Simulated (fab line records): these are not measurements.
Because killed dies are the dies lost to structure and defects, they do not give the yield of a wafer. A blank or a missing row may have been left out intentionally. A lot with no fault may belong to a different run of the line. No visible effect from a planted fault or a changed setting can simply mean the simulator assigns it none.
Shared-tool check	flow nand-harc	14 lots and 42 wafers in the sample

THE REASON FOR OPENING IT
Flagged at NHARC_P_GATE_INSPECT_68: reading raw-defect-count, on 2 of 14 lots. Fault-free wafers read 196, with a standard deviation of 74.
Rule: a lot is flagged in two cases, either no wafer of it has a number, or all its wafers with numbers fall more than 4 standard deviations from that mean. As for the other lots, they are considered sound.

lot	measured	on	raw-defect-count, wafer by wafer	flag
L194	day 5 23:52	defect-inspect-02	151 130 244	
L200	day 8 09:52	defect-inspect-01	1356 1259 1300	FLAGGED
L202	day 9 08:07	defect-inspect-02	1488 1386 1480	FLAGGED
L206	day 10 18:54	defect-inspect-02	319 302 344	
L207	day 11 05:07	defect-inspect-02	311 183 201	
L209	day 11 20:29	defect-inspect-01	165 104 135	
L210	day 12 20:22	defect-inspect-02	195 120 181	
L211	day 12 22:13	defect-inspect-01	269 338 197	
L212	day 13 16:10	defect-inspect-01	172 208 241	
L213	day 14 00:25	defect-inspect-01	446 264 342	
L215	day 14 11:03	defect-inspect-01	139 232 131	
L214	day 14 11:49	defect-inspect-02	200 188 180	
L216	day 14 21:37	defect-inspect-01	124 189 151	
L217	day 15 11:50	defect-inspect-02	189 202 185	
Average over the flagged lots: 1378; offset from the usual +1182, equal to +16 standard deviations.

WHICH TOOL EACH LOT WENT THROUGH
2 process steps preceding the reading are held in the record, out of 1302 steps in the route. Read each cell as the tool, then ch plus the chambers that the sampled wafers visited, then the start.
lot	flag	NHARC_P_GATE_STRIP_95	NHARC_P_GATE_SPUTTER_79
L194		plasma-asher-02 ch 0,1, day 5 21:58	pvd-sputter-01, day 5 23:04
L200	FLAGGED	plasma-asher-02 ch 0,1, day 8 07:44	pvd-sputter-01, day 8 08:55
L202	FLAGGED	plasma-asher-01 ch 0,1, day 9 06:18	pvd-sputter-01, day 9 07:21
L206		plasma-asher-02 ch 0,1, day 10 16:52	pvd-sputter-02, day 10 17:54
L207		plasma-asher-02 ch 0,1, day 11 03:20	pvd-sputter-02, day 11 04:22
L209		plasma-asher-01 ch 0,1, day 11 18:42	pvd-sputter-01, day 11 19:44
L210		plasma-asher-02 ch 0,1, day 12 18:27	pvd-sputter-01, day 12 19:33
L211		plasma-asher-01 ch 0,1, day 12 20:24	pvd-sputter-01, day 12 21:26
L212		plasma-asher-01 ch 0,1, day 13 14:20	pvd-sputter-02, day 13 15:22
L213		plasma-asher-02 ch 0,1, day 13 22:37	pvd-sputter-02, day 13 23:40
L215		plasma-asher-02 ch 0,1, day 14 09:13	pvd-sputter-03, day 14 10:16
L214		plasma-asher-02 ch 1, day 14 10:00	pvd-sputter-03, day 14 11:02
L216		plasma-asher-01 ch 0,1, day 14 19:48	pvd-sputter-03, day 14 20:51
L217		plasma-asher-02 ch 0,1, day 15 10:01	pvd-sputter-01, day 15 11:03
What these steps do:
- NHARC_P_GATE_STRIP_95: strips in O2.
- NHARC_P_GATE_SPUTTER_79: material TiN, target thk 10 nm.
- NHARC_P_GATE_INSPECT_68

FLAGGED OVER TOTAL, TOOL BY TOOL (the gauges that took the reading come last)
step	tool	lots run	flagged	share of the flagged lots	sound lots run after its first flagged lot
NHARC_P_GATE_STRIP_95	plasma-asher-01	5	1	some	4 (L209,L211,L212,L216)
NHARC_P_GATE_STRIP_95	plasma-asher-02	9	1	some	7 (L206,L207,L210,L213,L215,L214,L217)
NHARC_P_GATE_SPUTTER_79	pvd-sputter-01	7	2	all	4 (L209,L210,L211,L217)
NHARC_P_GATE_SPUTTER_79	pvd-sputter-02	4	0	none	-
NHARC_P_GATE_SPUTTER_79	pvd-sputter-03	3	0	none	-
NHARC_P_GATE_INSPECT_68	defect-inspect-01	7	1	some	6 (L209,L211,L212,L213,L215,L216)
NHARC_P_GATE_INSPECT_68	defect-inspect-02	7	1	some	5 (L206,L207,L210,L214,L217)

THE TABLE: WHAT IT ALLOWS
All flagged lots share 1 row of the table, namely pvd-sputter-01 at NHARC_P_GATE_SPUTTER_79.
- pvd-sputter-01 at NHARC_P_GATE_SPUTTER_79 ran 7 lots, 2 of them flagged. After the first flagged lot (L209, L210, L211, L217), sound lots still ran on it; a lasting fault on the whole tool would not permit that.
Not one row of the table ran every flagged lot while running no sound lot after the first.

WHAT WAS PUT IN BY THE SIMULATOR
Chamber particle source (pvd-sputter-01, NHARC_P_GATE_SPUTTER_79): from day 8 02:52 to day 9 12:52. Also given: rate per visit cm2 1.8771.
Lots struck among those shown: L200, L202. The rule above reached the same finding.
